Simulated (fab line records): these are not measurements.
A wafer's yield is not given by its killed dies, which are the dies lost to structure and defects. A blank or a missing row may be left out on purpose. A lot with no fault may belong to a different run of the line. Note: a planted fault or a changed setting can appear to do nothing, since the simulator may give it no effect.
Matching of chambers ; flow n5 finfet ; N5_BEOL_M0_SAQP_PECVD_00 on pecvd-02 has 3 sister chambers
The step deposits SiCN from 3MS/NH3, target thk 8 nm, time 14 s. 6 wafers are shown with their chamber, then 7 later ones without.

EACH WAFER AND ITS CHAMBER
wafer;chamber;showerhead vpp V (V);throttle valve pct (%)
L084.4;2;812;8.4
L084.6;1;908;9.0
L090.4;1;921;9.2
L090.6;0;867;9.3
L091.2;2;823;8.8
L091.4;0;859;9.5

WAFERS WHOSE CHAMBER IS MISSING
wafer;showerhead vpp V (V);throttle valve pct (%)
L091.6;929;9.1
L095.2;919;8.9
L095.3;860;9.8
L095.4;867;9.5
L096.1;917;9.1
L096.3;861;9.8
L096.5;864;9.7

EACH ONE'S CHAMBER
wafer;from the rows above;in truth
L091.6;1;1
L095.2;1;1
L095.3;0;0
L095.4;0;0
L096.1;1;1
L096.3;0;0
L096.5;0;0
Correct placement for 7 of the 7. Can't be placed from these rows: 0. 0 placed wrongly.
How it was worked out, from the rows above alone: a wafer's distance from a chamber is the root of the sum, over the readings, of the square of ((its reading less the chamber's mean) divided by the reading's scatter). If the next closest chamber is less than 2 further off than the closest, the wafer can't be placed; otherwise it belongs to the closest. Each chamber's mean is taken over the wafers shown for it. The scatter: take each reading less its chamber's mean, square it, sum over the shown wafers, divide by the number of wafers less the number of chambers, and take the root.
